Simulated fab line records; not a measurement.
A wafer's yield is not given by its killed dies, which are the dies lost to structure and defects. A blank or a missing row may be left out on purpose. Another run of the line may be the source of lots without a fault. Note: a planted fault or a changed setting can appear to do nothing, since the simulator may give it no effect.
Comparing a struck lot with a sound one -- flow n5-finfet -- 23 out of 1938 route steps
Sound: the wafers L777.1, L777.4, L777.6. The struck wafers were L776.1, L776.3, L776.4. Last of all comes the cause.
Per side, at each step with rows, come the tool, then ch with its chambers, and then its first start. Under that, the readings that differ: sound wafers -- struck wafers -- difference of the means -- sigmas: that difference in standard deviations of wafers without a fault.
alike: readings whose means differ by less than 2 such deviations, and words and numbers that are the same on both sides. not compared: withheld readings, readings that some wafer has no value for, bounds like >300 that may hide the same value, and numbers for which the record gives no deviation and whose values overlap.
A row with sigmas, a row that says differs or no value, or rows on one side alone: a step with any of these is where the two part. Non-overlapping numbers with no deviation appear without sigmas and do not part them. Lack of a reading on every wafer of one side parts them only where that side has two or more wafers.

first, 10 steps without rows for these wafers: N5_BEOL_M0_SAQP_DESCUM_19 (chemistry O2, time 7.9 s); N5_BEOL_M0_SAQP_ETCH_83 (etches SiARC in CF4, target depth 39 nm, time 65 s); N5_BEOL_M0_SAQP_ETCH_84 (etches SOC in N2/H2, target depth 100 nm, overetch 20 nm, time 150 s); N5_BEOL_M0_SAQP_STRIP_80 (strips in N2/H2); N5_BEOL_M0_SAQP_HM_OPEN_112 (chemistry CHF3/O2, target SiO2, stops on a-Si, target depth 12 nm, time 13.5 s); N5_BEOL_M0_SAQP_STRIP_113 (strips in CHF3/O2); N5_BEOL_M0_SAQP_MANDREL_ETCH_20 (etches a-Si in HBr/Cl2, stops on SiNx, target depth 60 nm, bt time 10 s, time 30 s); N5_BEOL_M0_SAQP_STRIP_86 (strips in N2/H2); N5_BEOL_M0_SAQP_STRIP_115 (strips in post etch residue remover, time 60 s); N5_BEOL_M0_SAQP_SRD_93 (time 30 s).
N5_BEOL_M0_SAQP_RECESS_114: chemistry HF/NH3, target SiO2, target depth 14.4 nm, afs cycles 3, sublimation time 60 s.
  sound on vapor-etch-01 ch 0, day 11 01:40; struck on vapor-etch-01 ch 0,1, day 10 18:27
  no value came back on the struck wafers for afs-cycles, drypump-motor-current-A (A); on the sound wafers afs-cycles reads 3 3 3
reading,sound,struck,difference,sigmas
model.SiO2_of_BEOL_M0_SAQP_HM_DEP_111.thk-nm (nm),0 0 0,11.8 11.6 11.8,+11.7,
model.SiNx_of_BEOL_M0_SAQP_PECVD_97.thk-nm (nm),15.6 16.6 15.6,17.6 17.6 18,+1.8,
then, 8 steps without rows for these wafers: N5_BEOL_M0_SAQP_SPACER1_ALD_98 (deposits SiO2, target thk 12.8 nm, pulse time 1 s, purge time 2 s); N5_BEOL_M0_SAQP_SPACER1_ETCHBACK_99 (etches SiO2 in CHF3/O2, target depth 15.4 nm, time 7.7 s); N5_BEOL_M0_SAQP_MANDREL1_REMOVE_100 (chemistry HBr/Cl2/O2, target a-Si, stops on SiNx, bt time 10 s); N5_BEOL_M0_SAQP_ETCH_101 (etches SiNx in CH3F/O2, target depth 29.9 nm, time 42.7 s); N5_BEOL_M0_SAQP_ETCH_102 (etches SiO2 in CF4, target depth 4 nm, time 4.4 s); N5_BEOL_M0_SAQP_MANDREL_ETCH_103 (etches a-Si in HBr/Cl2, stops on SiCN, target depth 45 nm, bt time 10 s, time 27 s); N5_BEOL_M0_SAQP_RECESS_104 (chemistry HF/NH3, target SiO2, target depth 18 nm, afs cycles 3, sublimation time 60 s); N5_BEOL_M0_SAQP_COAT_105 (time 60 s, resist thk 100 nm).
N5_BEOL_M0_SAQP_ETCH_106: etches SOC in N2/H2, stops on SiNx, target depth 150 nm.
  sound on rie-diel-06 ch 0,1,3, day 11 03:40; struck on rie-diel-01 ch 0,1,2, day 10 21:06
reading,sound,struck,difference,sigmas
model.SiNx_of_BEOL_M0_SAQP_PECVD_97.thk-nm (nm),15.2 16.2 15.2,17.2 17.2 17.6,+1.8,
  alike: drypump-motor-current-A, oes-product-au, rf-vpp-V, showerhead-plenum-p-Torr, throttle-valve-pct
  not compared: rf-hours-counter-h
then, 1 step without rows for these wafers: N5_BEOL_M0_SAQP_ETCH_107 (etches SiNx in CH3F/O2, target depth 30 nm).
N5_BEOL_M4_RC_MEAS_101:
  the record has rows for the sound wafers here (prober-02 ch 0, day 13 21:18) and none for the struck ones
-- a jump in the record: the struck wafers' starts before and after are 7 days apart (it breaks off in module BEOL_M4 and resumes in module PASSIVATION, where the first step shown is number 1936 of the route) --
N5_PASSIVATION_PROBE_49:
  sound on prober-01 at day 18 11:00; struck on prober-01 at day 17 23:57
reading,sound,struck,difference,sigmas
defect-limited-yield (%),91.7 89.7 90.8,0 0 0,-91,-65
killed_at_M0_to_M3,24 17 39,1108 1109 1101,+1079,+99 or more
killed-at-contacts,17 14 21,6 6 4,-12,-2
killed-dies,98 121 109,1180 1180 1180,+1071,+63
killed-on-rim,14 23 11,152 152 152,+136,+34
sort_bin_5_function (%),4.9 5.8 6.0,96.4 95.5 96.2,+90.5,+96
sort-n-pass,1082 1059 1071,0 0 0,-1071,-45
sort-yield-pct (%),91.7 89.7 90.8,0 0 0,-91,-45
  alike: killed_at_M4_up, killed-at-front-end, killed-at-other, killed-open, killed-short, sort_bin_4_leakage, sort_bin_6_memory

== WHERE THEY PART ==
Last at N5_PASSIVATION_PROBE_49 as far as this record goes, first at N5_BEOL_M0_SAQP_RECESS_114.

WHY: the cause the simulator had injected
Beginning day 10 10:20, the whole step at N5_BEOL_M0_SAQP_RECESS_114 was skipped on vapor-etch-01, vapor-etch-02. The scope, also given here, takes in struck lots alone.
